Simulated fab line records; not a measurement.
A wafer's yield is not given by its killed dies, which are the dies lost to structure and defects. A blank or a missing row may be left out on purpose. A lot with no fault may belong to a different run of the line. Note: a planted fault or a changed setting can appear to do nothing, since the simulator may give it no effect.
A lot that was struck, set against a sound lot :: flow n5 finfet :: 23 out of 1938 route steps
Sound: wafers L641.2, L641.4, L641.6. Wafers struck: L653.2, L653.3, L653.6. At the end, the cause is stated.
Per side, at each step with rows, come the tool, then ch with its chambers, and then its first start. Under that, the readings that differ: sound wafers :: struck wafers :: difference of the means :: sigmas: that difference in standard deviations of wafers without a fault.
alike: readings whose means differ by less than 2 such deviations, and words and numbers that are the same on both sides. not compared: withheld readings, readings that some wafer has no value for, bounds like >300 that may hide the same value, and numbers for which the record gives no deviation and whose values overlap.
A row with sigmas, a row that says differs or no value, or rows on one side alone: a step with any of these is where the two part. Numbers that have no deviation but don't overlap get no sigmas and don't part them. A reading missing from all wafers of one side parts the sides only when that side holds two or more wafers.

N5_BEOL_M8_ETCH_62: etches SOC in N2/H2, target depth 110 nm, overetch 22 nm, time 165 s.
  sound on rie diel-05 ch 0,1,2, day 9 16:12; struck on rie diel-05 ch 0,3, day 13 02:26
  alike: drypump motor current A, oes product au, rf vpp V, showerhead plenum p Torr, throttle valve pct
  not compared: rf hours counter h
then, 1 step without rows for these wafers: N5_BEOL_M8_STRIP_68 (strips in N2/H2).
N5_BEOL_M8_STRIP_67: strips in CF4.
  sound on rie diel-05 ch 0,1,2, day 9 16:20; struck on rie diel-05 ch 0,3, day 13 02:35
  alike: drypump motor current A, oes product au, rf vpp V, showerhead plenum p Torr, throttle valve pct
  not compared: rf hours counter h
N5_BEOL_M8_HM_OPEN_17: chemistry Cl2/BCl3, target TiN, target depth 20 nm, overetch 6 nm.
  sound on rie metal-02 ch 0,1, day 9 16:23; struck on rie metal-02 ch 0,1, day 13 02:38
  alike: drypump motor current A, mfc ar sccm, oes product au, throttle valve pct
  not compared: rf hours counter h
N5_BEOL_M8_STRIP_19: strips in O2.
  sound on rie diel-05 ch 0,2,3, day 9 16:30; struck on rie diel-02 ch 1,2,3, day 13 02:44
  alike: drypump motor current A, oes product au, rf vpp V, showerhead plenum p Torr, throttle valve pct
  not compared: rf hours counter h
N5_BEOL_M8_CD_MEAS_18: pitch 80 nm, target cd 40 nm.
  sound: cd sem-03 at day 9 16:34; struck: cd sem-03 at day 13 02:49
  alike: cd nm
then, 6 steps without rows for these wafers: N5_BEOL_M8_COAT_63 (time 60 s, resist thk 60 nm); N5_BEOL_M8_COAT_64 (time 60 s, resist thk 12 nm); N5_BEOL_M8_COAT_71 (time 60 s, resist thk 5 nm); N5_BEOL_M8_COAT_22 (resist thk 30 nm); N5_BEOL_M8_EBR_24; N5_BEOL_M8_SOFTBAKE_23 (time 60 s).
N5_BEOL_M8_EXPOSE_25: exposes mask V7, target cd 40 nm.
  sound on euv scanner-01 ch 0, day 9 16:52; struck on euv scanner-01 ch 0, day 13 05:28
  alike: mask
then, 2 steps without rows for these wafers: N5_BEOL_M8_PEB_26 (peb time 60 s); N5_BEOL_M8_DEVELOP_27 (develop time 30 s).
N5_BEOL_M8_CD_MEAS_28 targets a cd of 40 nm.
  sound on cd sem-03 ch 0, day 9 17:00; struck on cd sem-02 ch 0, day 13 05:35
reading: cd nm (nm)
sound: 40.37 40.44 40.30
struck: 39.43 39.27 39.48
difference: -0.98
sigmas: -4
N5_BEOL_M8_OVL_MEAS_29:
  sound on overlay-02 ch 0, day 9 17:02; struck on overlay-01 ch 0, day 13 05:37
  alike: V7_OVL
N5_BEOL_M8_INSPECT_30: inspects for defects (brightfield).
  sound: defect inspect-02 at day 9 17:05; struck: defect inspect-01 at day 13 05:41
  alike: raw defect count
N5_BEOL_M8_DESCUM_33: chemistry O2, time 7 s.
  sound on rie diel-03 ch 0,1,3, day 9 17:07; struck on rie diel-03 ch 0,2,3, day 13 05:43
reading: model.BEOL_M8.cd nm (nm)
sound: 40.4 40.2 40.2
struck: 39.6 39.4 39.4
difference: -0.8
sigmas: 
  alike: drypump motor current A, oes product au, rf vpp V, showerhead plenum p Torr, throttle valve pct
  not compared: rf hours counter h
then, 1 step without rows for these wafers: N5_BEOL_M8_ETCH_72 (etches underlayer in N2/H2, target depth 6.5 nm, time 5.2 s).
N5_BEOL_M8_ETCH_65: etches SiARC in CF4, target depth 15.6 nm, time 26 s.
  sound on rie diel-03 ch 0,1,3, day 9 17:10; struck on rie diel-03 ch 0,2,3, day 13 05:46
  alike: drypump motor current A, etch rf on time s, mfc ar sccm, oes product au, rf vpp V, showerhead plenum p Torr, throttle valve pct
  not compared: rf hours counter h
N5_BEOL_M8_ETCH_66: etches SOC in N2/H2, target depth 80 nm, overetch 16 nm, time 120 s.
  sound on rie diel-03 ch 0,1,3, day 9 17:12; struck on rie diel-03 ch 0,2,3, day 13 05:47
reading: model.BEOL_M8.cd nm (nm)
sound: 40.6 40.4 40.6
struck: 39.6 39.4 39.4
difference: -1.1
sigmas: 
  alike: drypump motor current A, oes product au, rf vpp V, showerhead plenum p Torr, throttle valve pct
  not compared: rf hours counter h
then, 1 step without rows for these wafers: N5_BEOL_M8_STRIP_69 (strips in N2/H2).

WHERE THEY PART
At N5_BEOL_M8_CD_MEAS_28 and nowhere else, as far as this record goes. Later steps at which nothing parts them and some readings are alike: N5_BEOL_M8_OVL_MEAS_29, N5_BEOL_M8_INSPECT_30, N5_BEOL_M8_DESCUM_33, N5_BEOL_M8_ETCH_65, N5_BEOL_M8_ETCH_66.

WHY: whatever the simulator had introduced
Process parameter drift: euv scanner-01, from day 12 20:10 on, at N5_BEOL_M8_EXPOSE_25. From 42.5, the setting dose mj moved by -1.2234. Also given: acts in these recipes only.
